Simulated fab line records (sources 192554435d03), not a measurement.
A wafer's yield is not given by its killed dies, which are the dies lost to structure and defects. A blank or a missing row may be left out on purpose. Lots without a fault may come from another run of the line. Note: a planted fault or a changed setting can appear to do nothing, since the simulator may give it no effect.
fab line records || flow n5-finfet
record: {"lots": 7, "wafers": 21}
route steps=1938 shown BEOL_M12@1609 BEOL_M14@1751 MIM_TOP@1838 TV_OPEN@1890
start-h: hours from the record's first day to the start of the lot's first wafer shown || wait-h: hours since the lot's step before || " as in the row above || L1.1+2: a single row standing in for several wafers || - no value, or no start was given || * or withheld: withheld || < > ~ a bound
route shown NAME@n: names a module that has steps shown in the file, with the first one's number in the route || usual: average and standard deviation across the fault-free wafers || same: alike in all rows || chamber/n: place in a boat || sites: readings site by site || _std_site: their standard deviation || _edge_site: the outer-site mean with the inner-site mean subtracted || radius-mm: for every site, how far away it sits from the centre of the wafer || mask NAME#n: copy n || behind: the tool/chamber that last shaped the wafer || hold: the reason the lot was held/the length of the hold in hours/how it ended || device: whichever transistor did not switch (one of n, p or np) || end of line: tests run on the same wafers once the route is complete || where a step has no rows: the recipe by itself || killed: dies lost to structure and defects at the first sort, not the wafer's yield || map: shows each die of a wafer: x if killed, . if not, _ if none is there
set.NAME: the run value of the setting; set.NAME@STEP: its run value at that earlier step || model.NAME: the simulator's own value behind a step, which no gauge read
one table per step and one row per wafer, for lots whose settings were changed on purpose
== steps ==
step: N5_BEOL_M12_PEB_08
recipe: {"peb-temp-c": 130, "peb-time-s": 90}
{"lot.wafer": "L074.1", "tool": "litho-track-02", "chamber": 0, "start-h": 229.78, "wait-h": 0.1, "set.peb-time-s": 90}
{"lot.wafer": "L074.3+5", "tool": "litho-track-02", "chamber": 0, "start-h": 229.78, "wait-h": 0.1, "set.peb-time-s": 75.95}
{"lot.wafer": "L078.1+2+5", "tool": "litho-track-02", "chamber": 0, "start-h": 252.98, "wait-h": 0.1, "set.peb-time-s": 90}
{"lot.wafer": "L080.1", "tool": "litho-track-02", "chamber": 0, "start-h": 262.80, "wait-h": 0.1, "set.peb-time-s": 90}
{"lot.wafer": "L080.3+4", "tool": "litho-track-02", "chamber": 0, "start-h": 262.80, "wait-h": 0.1, "set.peb-time-s": 70.75}
{"lot.wafer": "L088.1", "tool": "litho-track-04", "chamber": 0, "start-h": 311.92, "wait-h": 0.1, "set.peb-time-s": 90}
{"lot.wafer": "L088.2+3", "tool": "litho-track-04", "chamber": 0, "start-h": 311.92, "wait-h": 0.1, "set.peb-time-s": 108.7}
{"lot.wafer": "L087.1+2+3", "tool": "litho-track-02", "chamber": 0, "start-h": 315.72, "wait-h": 0.1, "set.peb-time-s": 90}
{"lot.wafer": "L086.1+4", "tool": "litho-track-04", "chamber": 0, "start-h": 315.90, "wait-h": 0.1, "set.peb-time-s": 90}
{"lot.wafer": "L086.3", "tool": "litho-track-04", "chamber": 0, "start-h": 315.90, "wait-h": 0.1, "set.peb-time-s": 96.32}
{"lot.wafer": "L096.2+3+6", "tool": "litho-track-01", "chamber": 0, "start-h": 359.56, "wait-h": 0.0, "set.peb-time-s": 104.7}
step: N5_BEOL_M12_DEVELOP_09
recipe: {"develop-time-s": 45, "rinse-liquid": "diw", "dry": "air-spin", "dev-temp-c": 21}
step: N5_BEOL_M12_HARDBAKE_14
recipe: {"temp-c": 130, "time-s": 120}
step: N5_BEOL_M12_CD_MEAS_10
recipe: {"target-cd-nm": 140, "landing-energy-ev": 500, "detector": "se-inlens", "polarity": "opening"}
usual: {"cd-nm": "140.3/1.8"}
{"lot.wafer": "L074.1", "tool": "cd-sem-02", "chamber": 0, "start-h": 229.89, "wait-h": "-", "set.peb-time-s@BEOL_M12_PEB_08": 90, "cd-nm": 137.8}
{"lot.wafer": "L074.3", "tool": "cd-sem-02", "chamber": 0, "start-h": 229.89, "wait-h": "-", "set.peb-time-s@BEOL_M12_PEB_08": 75.95, "cd-nm": 133.9}
{"lot.wafer": "L074.5", "tool": "cd-sem-02", "chamber": 0, "start-h": 229.89, "wait-h": "-", "set.peb-time-s@BEOL_M12_PEB_08": 75.95, "cd-nm": 133.3}
{"lot.wafer": "L078.1", "tool": "cd-sem-02", "chamber": 0, "start-h": 253.09, "wait-h": "-", "set.peb-time-s@BEOL_M12_PEB_08": 90, "cd-nm": 141.2}
{"lot.wafer": "L078.2", "tool": "cd-sem-02", "chamber": 0, "start-h": 253.09, "wait-h": "-", "set.peb-time-s@BEOL_M12_PEB_08": 90, "cd-nm": 140.5}
{"lot.wafer": "L078.5", "tool": "cd-sem-02", "chamber": 0, "start-h": 253.09, "wait-h": "-", "set.peb-time-s@BEOL_M12_PEB_08": 90, "cd-nm": 138.9}
{"lot.wafer": "L080.1", "tool": "cd-sem-01", "chamber": 0, "start-h": 262.91, "wait-h": "-", "set.peb-time-s@BEOL_M12_PEB_08": 90, "cd-nm": 138.8}
{"lot.wafer": "L080.3", "tool": "cd-sem-01", "chamber": 0, "start-h": 262.91, "wait-h": "-", "set.peb-time-s@BEOL_M12_PEB_08": 70.75, "cd-nm": 131.3}
{"lot.wafer": "L080.4", "tool": "cd-sem-01", "chamber": 0, "start-h": 262.91, "wait-h": "-", "set.peb-time-s@BEOL_M12_PEB_08": 70.75, "cd-nm": 131.9}
{"lot.wafer": "L088.1", "tool": "cd-sem-02", "chamber": 0, "start-h": 312.04, "wait-h": "-", "set.peb-time-s@BEOL_M12_PEB_08": 90, "cd-nm": 141.5}
{"lot.wafer": "L088.2", "tool": "cd-sem-02", "chamber": 0, "start-h": 312.04, "wait-h": "-", "set.peb-time-s@BEOL_M12_PEB_08": 108.7, "cd-nm": 145.8}
{"lot.wafer": "L088.3", "tool": "cd-sem-02", "chamber": 0, "start-h": 312.04, "wait-h": "-", "set.peb-time-s@BEOL_M12_PEB_08": 108.7, "cd-nm": 146.2}
{"lot.wafer": "L087.1", "tool": "cd-sem-02", "chamber": 0, "start-h": 315.84, "wait-h": "-", "set.peb-time-s@BEOL_M12_PEB_08": 90, "cd-nm": 139.0}
{"lot.wafer": "L087.2", "tool": "cd-sem-02", "chamber": 0, "start-h": 315.84, "wait-h": "-", "set.peb-time-s@BEOL_M12_PEB_08": 90, "cd-nm": 138.6}
{"lot.wafer": "L087.3", "tool": "cd-sem-02", "chamber": 0, "start-h": 315.84, "wait-h": "-", "set.peb-time-s@BEOL_M12_PEB_08": 90, "cd-nm": 139.5}
{"lot.wafer": "L086.1", "tool": "cd-sem-02", "chamber": 0, "start-h": 316.01, "wait-h": "-", "set.peb-time-s@BEOL_M12_PEB_08": 90, "cd-nm": 141.0}
{"lot.wafer": "L086.3", "tool": "cd-sem-02", "chamber": 0, "start-h": 316.01, "wait-h": "-", "set.peb-time-s@BEOL_M12_PEB_08": 96.32, "cd-nm": 141.6}
{"lot.wafer": "L086.4", "tool": "cd-sem-02", "chamber": 0, "start-h": 316.01, "wait-h": "-", "set.peb-time-s@BEOL_M12_PEB_08": 90, "cd-nm": 138.3}
{"lot.wafer": "L096.2", "tool": "cd-sem-03", "chamber": 0, "start-h": 359.68, "wait-h": "-", "set.peb-time-s@BEOL_M12_PEB_08": 104.7, "cd-nm": 144.1}
{"lot.wafer": "L096.3", "tool": "cd-sem-03", "chamber": 0, "start-h": 359.68, "wait-h": "-", "set.peb-time-s@BEOL_M12_PEB_08": 104.7, "cd-nm": 145.5}
{"lot.wafer": "L096.6", "tool": "cd-sem-03", "chamber": 0, "start-h": 359.68, "wait-h": "-", "set.peb-time-s@BEOL_M12_PEB_08": 104.7, "cd-nm": 145.1}
step: N5_BEOL_M12_STRIP_71
recipe: {"chemistry": "post-etch-residue-remover", "time-s": 60, "temp-c": 25, "remover-ph": "withheld", "remover-water-wt-pct": "withheld", "remover-fluoride-wt-pct": "withheld"}
step: N5_BEOL_M12_SRD_72
recipe: {"time-s": 30, "temp-c": 23, "rinse-liquid": "diw", "dry": "n2-spin", "spin-rpm": 1500, "dry-time-s": 30}
step: N5_BEOL_M12_CD_MEAS_17
recipe: {"target-cd-nm": 140, "polarity": "opening"}
usual: {"cd-nm": "140.6/2.1"}
{"lot.wafer": "L074.1", "tool": "cd-sem-02", "chamber": "-", "start-h": 231.49, "wait-h": 0.0, "set.peb-time-s@BEOL_M12_PEB_08": 90, "cd-nm": 139.5}
{"lot.wafer": "L074.3", "tool": "cd-sem-02", "chamber": "-", "start-h": 231.49, "wait-h": 0.0, "set.peb-time-s@BEOL_M12_PEB_08": 75.95, "cd-nm": 134.0}
{"lot.wafer": "L074.5", "tool": "cd-sem-02", "chamber": "-", "start-h": 231.49, "wait-h": 0.0, "set.peb-time-s@BEOL_M12_PEB_08": 75.95, "cd-nm": 133.0}
{"lot.wafer": "L078.1", "tool": "cd-sem-03", "chamber": "-", "start-h": 253.67, "wait-h": 0.0, "set.peb-time-s@BEOL_M12_PEB_08": 90, "cd-nm": 143.5}
{"lot.wafer": "L078.2", "tool": "cd-sem-03", "chamber": "-", "start-h": 253.67, "wait-h": 0.0, "set.peb-time-s@BEOL_M12_PEB_08": 90, "cd-nm": 141.8}
{"lot.wafer": "L078.5", "tool": "cd-sem-03", "chamber": "-", "start-h": 253.67, "wait-h": 0.0, "set.peb-time-s@BEOL_M12_PEB_08": 90, "cd-nm": 138.8}
{"lot.wafer": "L080.1", "tool": "cd-sem-01", "chamber": "-", "start-h": 263.49, "wait-h": 0.0, "set.peb-time-s@BEOL_M12_PEB_08": 90, "cd-nm": 139.0}
{"lot.wafer": "L080.3", "tool": "cd-sem-01", "chamber": "-", "start-h": 263.49, "wait-h": 0.0, "set.peb-time-s@BEOL_M12_PEB_08": 70.75, "cd-nm": 132.4}
{"lot.wafer": "L080.4", "tool": "cd-sem-01", "chamber": "-", "start-h": 263.49, "wait-h": 0.0, "set.peb-time-s@BEOL_M12_PEB_08": 70.75, "cd-nm": 132.0}
{"lot.wafer": "L088.1", "tool": "cd-sem-03", "chamber": "-", "start-h": 312.72, "wait-h": 0.0, "set.peb-time-s@BEOL_M12_PEB_08": 90, "cd-nm": 140.0}
{"lot.wafer": "L088.2", "tool": "cd-sem-03", "chamber": "-", "start-h": 312.72, "wait-h": 0.0, "set.peb-time-s@BEOL_M12_PEB_08": 108.7, "cd-nm": 146.1}
{"lot.wafer": "L088.3", "tool": "cd-sem-03", "chamber": "-", "start-h": 312.72, "wait-h": 0.0, "set.peb-time-s@BEOL_M12_PEB_08": 108.7, "cd-nm": 145.5}
{"lot.wafer": "L087.1", "tool": "cd-sem-03", "chamber": "-", "start-h": 316.42, "wait-h": 0.0, "set.peb-time-s@BEOL_M12_PEB_08": 90, "cd-nm": 140.3}
{"lot.wafer": "L087.2", "tool": "cd-sem-03", "chamber": "-", "start-h": 316.42, "wait-h": 0.0, "set.peb-time-s@BEOL_M12_PEB_08": 90, "cd-nm": 139.6}
{"lot.wafer": "L087.3", "tool": "cd-sem-03", "chamber": "-", "start-h": 316.42, "wait-h": 0.0, "set.peb-time-s@BEOL_M12_PEB_08": 90, "cd-nm": 138.6}
{"lot.wafer": "L086.1", "tool": "cd-sem-03", "chamber": "-", "start-h": 316.60, "wait-h": 0.0, "set.peb-time-s@BEOL_M12_PEB_08": 90, "cd-nm": 142.4}
{"lot.wafer": "L086.3", "tool": "cd-sem-03", "chamber": "-", "start-h": 316.60, "wait-h": 0.0, "set.peb-time-s@BEOL_M12_PEB_08": 96.32, "cd-nm": 142.9}
{"lot.wafer": "L086.4", "tool": "cd-sem-03", "chamber": "-", "start-h": 316.60, "wait-h": 0.0, "set.peb-time-s@BEOL_M12_PEB_08": 90, "cd-nm": 138.9}
{"lot.wafer": "L096.2", "tool": "cd-sem-03", "chamber": "-", "start-h": 360.38, "wait-h": 0.0, "set.peb-time-s@BEOL_M12_PEB_08": 104.7, "cd-nm": 145.4}
{"lot.wafer": "L096.3", "tool": "cd-sem-03", "chamber": "-", "start-h": 360.38, "wait-h": 0.0, "set.peb-time-s@BEOL_M12_PEB_08": 104.7, "cd-nm": 145.3}
{"lot.wafer": "L096.6", "tool": "cd-sem-03", "chamber": "-", "start-h": 360.38, "wait-h": 0.0, "set.peb-time-s@BEOL_M12_PEB_08": 104.7, "cd-nm": 145.1}
step: N5_BEOL_M14_ETCH_68
recipe: {"chemistry": "N2/H2", "target": "SOC", "mask-material": "SiARC", "source-w": 3000, "bias-w": 350, "temp-c": 40, "time-s": 450, "ion-energy-ev": 200, "pressure-mtorr": 30, "n2-flow-sccm": 200, "h2-flow-sccm": 200}
{"lot.wafer": "L074.1", "tool": "rie-diel-05", "chamber": 0, "start-h": 243.52, "wait-h": 0.1, "set.time-s": 450, "model.SiARC_of_BEOL_M14_COAT_66.thk-nm": 65.8}
{"lot.wafer": "L074.3", "tool": "rie-diel-05", "chamber": 3, "start-h": 243.52, "wait-h": 0.1, "set.time-s": 450, "model.SiARC_of_BEOL_M14_COAT_66.thk-nm": 66}
{"lot.wafer": "L074.5", "tool": "rie-diel-05", "chamber": 1, "start-h": 243.52, "wait-h": 0.1, "set.time-s": 450, "model.SiARC_of_BEOL_M14_COAT_66.thk-nm": 66.2}
{"lot.wafer": "L078.1", "tool": "rie-diel-02", "chamber": 3, "start-h": 270.70, "wait-h": 0.1, "set.time-s": 508.6, "model.SiARC_of_BEOL_M14_COAT_66.thk-nm": 59.4}
{"lot.wafer": "L078.2", "tool": "rie-diel-02", "chamber": 2, "start-h": 270.70, "wait-h": 0.1, "set.time-s": 450, "model.SiARC_of_BEOL_M14_COAT_66.thk-nm": 67}
{"lot.wafer": "L078.5", "tool": "rie-diel-02", "chamber": 3, "start-h": 270.70, "wait-h": 0.1, "set.time-s": 508.6, "model.SiARC_of_BEOL_M14_COAT_66.thk-nm": 59.2}
{"lot.wafer": "L080.1", "tool": "rie-diel-04", "chamber": 3, "start-h": 279.16, "wait-h": 0.1, "set.time-s": 450, "model.SiARC_of_BEOL_M14_COAT_66.thk-nm": 66.2}
{"lot.wafer": "L080.3", "tool": "rie-diel-04", "chamber": 1, "start-h": 279.16, "wait-h": 0.1, "set.time-s": 450, "model.SiARC_of_BEOL_M14_COAT_66.thk-nm": 65.6}
{"lot.wafer": "L080.4", "tool": "rie-diel-04", "chamber": 2, "start-h": 279.16, "wait-h": 0.1, "set.time-s": 450, "model.SiARC_of_BEOL_M14_COAT_66.thk-nm": 65.2}
{"lot.wafer": "L088.1", "tool": "rie-diel-04", "chamber": 3, "start-h": 323.07, "wait-h": 0.1, "set.time-s": 450, "model.SiARC_of_BEOL_M14_COAT_66.thk-nm": 65.8}
{"lot.wafer": "L088.2", "tool": "rie-diel-04", "chamber": 0, "start-h": 323.07, "wait-h": 0.1, "set.time-s": 354.6, "model.SiARC_of_BEOL_M14_COAT_66.thk-nm": 76.6}
{"lot.wafer": "L088.3", "tool": "rie-diel-04", "chamber": 2, "start-h": 323.07, "wait-h": 0.1, "set.time-s": 450, "model.SiARC_of_BEOL_M14_COAT_66.thk-nm": 67.2}
{"lot.wafer": "L087.1", "tool": "rie-diel-04", "chamber": 2, "start-h": 326.75, "wait-h": 0.1, "set.time-s": 450, "model.SiARC_of_BEOL_M14_COAT_66.thk-nm": 64.8}
{"lot.wafer": "L087.2", "tool": "rie-diel-04", "chamber": 1, "start-h": 326.75, "wait-h": 0.1, "set.time-s": 450, "model.SiARC_of_BEOL_M14_COAT_66.thk-nm": 63.4}
{"lot.wafer": "L087.3", "tool": "rie-diel-04", "chamber": 3, "start-h": 326.75, "wait-h": 0.1, "set.time-s": 450, "model.SiARC_of_BEOL_M14_COAT_66.thk-nm": 64.6}
{"lot.wafer": "L086.1", "tool": "rie-diel-04", "chamber": 2, "start-h": 329.31, "wait-h": 0.1, "set.time-s": 380.6, "model.SiARC_of_BEOL_M14_COAT_66.thk-nm": 73}
{"lot.wafer": "L086.3", "tool": "rie-diel-04", "chamber": 3, "start-h": 329.31, "wait-h": 0.1, "set.time-s": 450, "model.SiARC_of_BEOL_M14_COAT_66.thk-nm": 66}
{"lot.wafer": "L086.4", "tool": "rie-diel-04", "chamber": 0, "start-h": 329.31, "wait-h": 0.1, "set.time-s": 450, "model.SiARC_of_BEOL_M14_COAT_66.thk-nm": 66.8}
{"lot.wafer": "L096.2", "tool": "rie-diel-04", "chamber": 0, "start-h": 370.16, "wait-h": 0.1, "set.time-s": 450, "model.SiARC_of_BEOL_M14_COAT_66.thk-nm": 64.8}
{"lot.wafer": "L096.3", "tool": "rie-diel-04", "chamber": 2, "start-h": 370.16, "wait-h": 0.1, "set.time-s": 476.7, "model.SiARC_of_BEOL_M14_COAT_66.thk-nm": 62.6}
{"lot.wafer": "L096.6", "tool": "rie-diel-04", "chamber": 0, "start-h": 370.16, "wait-h": 0.1, "set.time-s": 476.7, "model.SiARC_of_BEOL_M14_COAT_66.thk-nm": 62.2}
step: N5_BEOL_M14_SPUTTER_43
recipe: {"material": "TaN", "target-thk-a": 150, "temp-c": 50, "bias-v": 168.6, "power-w": 15000, "chamber-pressure-pa": 0.12, "time-s": 24.19}
{"lot.wafer": "L074.1", "tool": "pvd-sputter-01", "chamber": "-", "start-h": 246.24, "wait-h": 0.0, "set.power-w": 15000, "model.TaN_of_BEOL_M14_SPUTTER_43.thk-nm": 15.2}
{"lot.wafer": "L074.3", "tool": "pvd-sputter-01", "chamber": "-", "start-h": 246.24, "wait-h": 0.0, "set.power-w": 12710, "model.TaN_of_BEOL_M14_SPUTTER_43.thk-nm": 12.8}
{"lot.wafer": "L074.5", "tool": "pvd-sputter-01", "chamber": "-", "start-h": 246.24, "wait-h": 0.0, "set.power-w": 15000, "model.TaN_of_BEOL_M14_SPUTTER_43.thk-nm": 15}
{"lot.wafer": "L078.1+2", "tool": "pvd-sputter-02", "chamber": "-", "start-h": 271.88, "wait-h": 0.0, "set.power-w": 14220, "model.TaN_of_BEOL_M14_SPUTTER_43.thk-nm": 14.4}
{"lot.wafer": "L078.5", "tool": "pvd-sputter-02", "chamber": "-", "start-h": 271.88, "wait-h": 0.0, "set.power-w": 15000, "model.TaN_of_BEOL_M14_SPUTTER_43.thk-nm": 15}
{"lot.wafer": "L080.1", "tool": "pvd-sputter-02", "chamber": "-", "start-h": 282.44, "wait-h": 0.0, "set.power-w": 15000, "model.TaN_of_BEOL_M14_SPUTTER_43.thk-nm": 15.2}
{"lot.wafer": "L080.3+4", "tool": "pvd-sputter-02", "chamber": "-", "start-h": 282.44, "wait-h": 0.0, "set.power-w": 15000, "model.TaN_of_BEOL_M14_SPUTTER_43.thk-nm": 15}
{"lot.wafer": "L088.1", "tool": "pvd-sputter-03", "chamber": "-", "start-h": 324.22, "wait-h": 0.0, "set.power-w": 15000, "model.TaN_of_BEOL_M14_SPUTTER_43.thk-nm": 15}
{"lot.wafer": "L088.2", "tool": "pvd-sputter-03", "chamber": "-", "start-h": 324.22, "wait-h": 0.0, "set.power-w": 15000, "model.TaN_of_BEOL_M14_SPUTTER_43.thk-nm": 15.2}
{"lot.wafer": "L088.3", "tool": "pvd-sputter-03", "chamber": "-", "start-h": 324.22, "wait-h": 0.0, "set.power-w": 15000, "model.TaN_of_BEOL_M14_SPUTTER_43.thk-nm": 15.4}
{"lot.wafer": "L087.1+3", "tool": "pvd-sputter-03", "chamber": "-", "start-h": 327.84, "wait-h": 0.0, "set.power-w": 15000, "model.TaN_of_BEOL_M14_SPUTTER_43.thk-nm": 14.8}
{"lot.wafer": "L087.2", "tool": "pvd-sputter-03", "chamber": "-", "start-h": 327.84, "wait-h": 0.0, "set.power-w": 15000, "model.TaN_of_BEOL_M14_SPUTTER_43.thk-nm": 15.2}
{"lot.wafer": "L086.1", "tool": "pvd-sputter-03", "chamber": "-", "start-h": 330.70, "wait-h": 0.0, "set.power-w": 15000, "model.TaN_of_BEOL_M14_SPUTTER_43.thk-nm": 15.2}
{"lot.wafer": "L086.3", "tool": "pvd-sputter-03", "chamber": "-", "start-h": 330.70, "wait-h": 0.0, "set.power-w": 13610, "model.TaN_of_BEOL_M14_SPUTTER_43.thk-nm": 13.6}
{"lot.wafer": "L086.4", "tool": "pvd-sputter-03", "chamber": "-", "start-h": 330.70, "wait-h": 0.0, "set.power-w": 15000, "model.TaN_of_BEOL_M14_SPUTTER_43.thk-nm": 15.4}
{"lot.wafer": "L096.2", "tool": "pvd-sputter-02", "chamber": "-", "start-h": 372.08, "wait-h": 0.0, "set.power-w": 15000, "model.TaN_of_BEOL_M14_SPUTTER_43.thk-nm": 15.2}
{"lot.wafer": "L096.3+6", "tool": "pvd-sputter-02", "chamber": "-", "start-h": 372.08, "wait-h": 0.0, "set.power-w": 15000, "model.TaN_of_BEOL_M14_SPUTTER_43.thk-nm": 15}
step: N5_MIM_TOP_SPUTTER_03
recipe: {"material": "TiN", "target-thk-a": 350, "temp-c": 200, "power-w": 3000, "chamber-pressure-pa": 0.49996, "gas": "Ar", "reactive-partial-pa": 0.37997, "time-s": 89.7}
{"lot.wafer": "L074.1", "tool": "pvd-sputter-01", "chamber": "-", "start-h": 261.47, "wait-h": 0.0, "set.time-s": 89.7, "model.TiN_of_MIM_TOP_SPUTTER_03.thk-nm": 34.6}
{"lot.wafer": "L074.3", "tool": "pvd-sputter-01", "chamber": "-", "start-h": 261.47, "wait-h": 0.0, "set.time-s": 89.7, "model.TiN_of_MIM_TOP_SPUTTER_03.thk-nm": 35}
{"lot.wafer": "L074.5", "tool": "pvd-sputter-01", "chamber": "-", "start-h": 261.47, "wait-h": 0.0, "set.time-s": 89.7, "model.TiN_of_MIM_TOP_SPUTTER_03.thk-nm": 34.4}
{"lot.wafer": "L078.1", "tool": "pvd-sputter-03", "chamber": "-", "start-h": 282.59, "wait-h": 0.0, "set.time-s": 89.7, "model.TiN_of_MIM_TOP_SPUTTER_03.thk-nm": 34.8}
{"lot.wafer": "L078.2", "tool": "pvd-sputter-03", "chamber": "-", "start-h": 282.59, "wait-h": 0.0, "set.time-s": 79.37, "model.TiN_of_MIM_TOP_SPUTTER_03.thk-nm": 30.4}
{"lot.wafer": "L078.5", "tool": "pvd-sputter-03", "chamber": "-", "start-h": 282.59, "wait-h": 0.0, "set.time-s": 79.37, "model.TiN_of_MIM_TOP_SPUTTER_03.thk-nm": 30.6}
{"lot.wafer": "L080.1", "tool": "pvd-sputter-02", "chamber": "-", "start-h": 294.34, "wait-h": 0.0, "set.time-s": 89.7, "model.TiN_of_MIM_TOP_SPUTTER_03.thk-nm": 35.2}
{"lot.wafer": "L080.3", "tool": "pvd-sputter-02", "chamber": "-", "start-h": 294.34, "wait-h": 0.0, "set.time-s": 93.93, "model.TiN_of_MIM_TOP_SPUTTER_03.thk-nm": 36.4}
{"lot.wafer": "L080.4", "tool": "pvd-sputter-02", "chamber": "-", "start-h": 294.34, "wait-h": 0.0, "set.time-s": 93.93, "model.TiN_of_MIM_TOP_SPUTTER_03.thk-nm": 36.6}
{"lot.wafer": "L088.1", "tool": "pvd-sputter-01", "chamber": "-", "start-h": 335.77, "wait-h": 0.0, "set.time-s": 89.7, "model.TiN_of_MIM_TOP_SPUTTER_03.thk-nm": 34.2}
{"lot.wafer": "L088.2+3", "tool": "pvd-sputter-01", "chamber": "-", "start-h": 335.77, "wait-h": 0.0, "set.time-s": 89.7, "model.TiN_of_MIM_TOP_SPUTTER_03.thk-nm": 34.8}
{"lot.wafer": "L087.1+3", "tool": "pvd-sputter-03", "chamber": "-", "start-h": 338.90, "wait-h": 0.0, "set.time-s": 89.7, "model.TiN_of_MIM_TOP_SPUTTER_03.thk-nm": 34.8}
{"lot.wafer": "L087.2", "tool": "pvd-sputter-03", "chamber": "-", "start-h": 338.90, "wait-h": 0.0, "set.time-s": 89.7, "model.TiN_of_MIM_TOP_SPUTTER_03.thk-nm": 35}
{"lot.wafer": "L086.1+3", "tool": "pvd-sputter-02", "chamber": "-", "start-h": 343.73, "wait-h": 0.0, "set.time-s": 89.7, "model.TiN_of_MIM_TOP_SPUTTER_03.thk-nm": 35.4}
{"lot.wafer": "L086.4", "tool": "pvd-sputter-02", "chamber": "-", "start-h": 343.73, "wait-h": 0.0, "set.time-s": 80.31, "model.TiN_of_MIM_TOP_SPUTTER_03.thk-nm": 31.6}
{"lot.wafer": "L096.2", "tool": "pvd-sputter-01", "chamber": "-", "start-h": 385.16, "wait-h": 0.0, "set.time-s": 100.9, "model.TiN_of_MIM_TOP_SPUTTER_03.thk-nm": 39.2}
{"lot.wafer": "L096.3", "tool": "pvd-sputter-01", "chamber": "-", "start-h": 385.16, "wait-h": 0.0, "set.time-s": 89.7, "model.TiN_of_MIM_TOP_SPUTTER_03.thk-nm": 34.4}
{"lot.wafer": "L096.6", "tool": "pvd-sputter-01", "chamber": "-", "start-h": 385.16, "wait-h": 0.0, "set.time-s": 89.7, "model.TiN_of_MIM_TOP_SPUTTER_03.thk-nm": 34.6}
step: N5_PASSIVATION_ETCH_15
recipe: {"chemistry": "CF4/N2", "target": "SiCN", "target-depth-a": 750, "taper-deg": 2, "time-s": 81.2, "ion-energy-ev": 150, "mask-material": "SiNx", "pressure-mtorr": 40, "source-w": 430, "bias-w": 70, "Ar_flow_sccm": 100, "cf4-flow-sccm": 60, "n2-flow-sccm": 60}
usual: {"rf-vpp-V": "382.6/2.1"}
{"lot.wafer": "L074.1", "tool": "rie-diel-03", "chamber": 0, "start-h": "-", "wait-h": "-", "set.bias-w": 70, "rf-vpp-V": 385.4}
{"lot.wafer": "L074.3", "tool": "rie-diel-03", "chamber": 3, "start-h": "-", "wait-h": "-", "set.bias-w": 76.6, "rf-vpp-V": 406.9}
{"lot.wafer": "L074.5", "tool": "rie-diel-03", "chamber": 3, "start-h": "-", "wait-h": "-", "set.bias-w": 70, "rf-vpp-V": 384.9}
{"lot.wafer": "L078.1", "tool": "rie-diel-03", "chamber": 3, "start-h": "-", "wait-h": "-", "set.bias-w": 70, "rf-vpp-V": 383.8}
{"lot.wafer": "L078.2", "tool": "rie-diel-03", "chamber": 0, "start-h": "-", "wait-h": "-", "set.bias-w": 61.92, "rf-vpp-V": 356.4}
{"lot.wafer": "L078.5", "tool": "rie-diel-03", "chamber": 1, "start-h": "-", "wait-h": "-", "set.bias-w": 70, "rf-vpp-V": 385.0}
{"lot.wafer": "L080.1", "tool": "rie-diel-01", "chamber": 1, "start-h": "-", "wait-h": "-", "set.bias-w": 70, "rf-vpp-V": 381.5}
{"lot.wafer": "L080.3", "tool": "rie-diel-01", "chamber": 3, "start-h": "-", "wait-h": "-", "set.bias-w": 70, "rf-vpp-V": 379.9}
{"lot.wafer": "L080.4", "tool": "rie-diel-01", "chamber": 3, "start-h": "-", "wait-h": "-", "set.bias-w": 70, "rf-vpp-V": 381.7}
{"lot.wafer": "L088.1", "tool": "rie-diel-06", "chamber": 1, "start-h": "-", "wait-h": "-", "set.bias-w": 70, "rf-vpp-V": 382.2}
{"lot.wafer": "L088.2", "tool": "rie-diel-06", "chamber": 2, "start-h": "-", "wait-h": "-", "set.bias-w": 70, "rf-vpp-V": 379.4}
{"lot.wafer": "L088.3", "tool": "rie-diel-06", "chamber": 0, "start-h": "-", "wait-h": "-", "set.bias-w": 70, "rf-vpp-V": 381.1}
{"lot.wafer": "L087.1", "tool": "rie-diel-06", "chamber": 1, "start-h": "-", "wait-h": "-", "set.bias-w": 70, "rf-vpp-V": 384.8}
{"lot.wafer": "L087.2", "tool": "rie-diel-06", "chamber": 2, "start-h": "-", "wait-h": "-", "set.bias-w": 70, "rf-vpp-V": 379.9}
{"lot.wafer": "L087.3", "tool": "rie-diel-06", "chamber": 3, "start-h": "-", "wait-h": "-", "set.bias-w": 70, "rf-vpp-V": 384.2}
{"lot.wafer": "L086.1", "tool": "rie-diel-06", "chamber": 1, "start-h": "-", "wait-h": "-", "set.bias-w": 70, "rf-vpp-V": 382.1}
{"lot.wafer": "L086.3", "tool": "rie-diel-06", "chamber": 0, "start-h": "-", "wait-h": "-", "set.bias-w": 70, "rf-vpp-V": 379.5}
{"lot.wafer": "L086.4", "tool": "rie-diel-06", "chamber": 3, "start-h": "-", "wait-h": "-", "set.bias-w": 63.38, "rf-vpp-V": 361.2}
{"lot.wafer": "L096.2", "tool": "rie-diel-01", "chamber": 3, "start-h": "-", "wait-h": "-", "set.bias-w": 70, "rf-vpp-V": 380.9}
{"lot.wafer": "L096.3", "tool": "rie-diel-01", "chamber": 2, "start-h": "-", "wait-h": "-", "set.bias-w": 70, "rf-vpp-V": 385.2}
{"lot.wafer": "L096.6", "tool": "rie-diel-01", "chamber": 3, "start-h": "-", "wait-h": "-", "set.bias-w": 70, "rf-vpp-V": 381.9}
== key ==
split: {"step": "N5_BEOL_M12_PEB_08", "setting": "peb-time-s", "stated": 90, "by": "wafer"}
response: {"step": "N5_BEOL_M12_CD_MEAS_10", "reading": "cd-nm", "change": "+0.276", "per": "1%", "r": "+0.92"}
response: {"step": "N5_BEOL_M12_CD_MEAS_17", "reading": "cd-nm", "change": "+0.316", "per": "1%", "r": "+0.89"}
split: {"step": "N5_BEOL_M14_ETCH_68", "setting": "time-s", "stated": 450, "by": "wafer"}
response: {"step": "N5_BEOL_M14_ETCH_68", "reading": "model.SiARC_of_BEOL_M14_COAT_66.thk-nm", "change": -0.482, "per": "1%", "r": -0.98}
split: {"step": "N5_BEOL_M14_SPUTTER_43", "setting": "power-w", "stated": 15000, "by": "wafer"}
response: {"step": "N5_BEOL_M14_SPUTTER_43", "reading": "model.TaN_of_BEOL_M14_SPUTTER_43.thk-nm", "change": "+0.156", "per": "1%", "r": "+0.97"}
split: {"step": "N5_MIM_TOP_SPUTTER_03", "setting": "time-s", "stated": 89.7, "by": "wafer"}
response: {"step": "N5_MIM_TOP_SPUTTER_03", "reading": "model.TiN_of_MIM_TOP_SPUTTER_03.thk-nm", "change": "+0.367", "per": "1%", "r": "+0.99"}
split: {"step": "N5_PASSIVATION_ETCH_15", "setting": "bias-w", "stated": 70, "by": "wafer"}
response: {"step": "N5_PASSIVATION_ETCH_15", "reading": "rf-vpp-V", "change": "+2.29", "per": "1%", "r": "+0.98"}
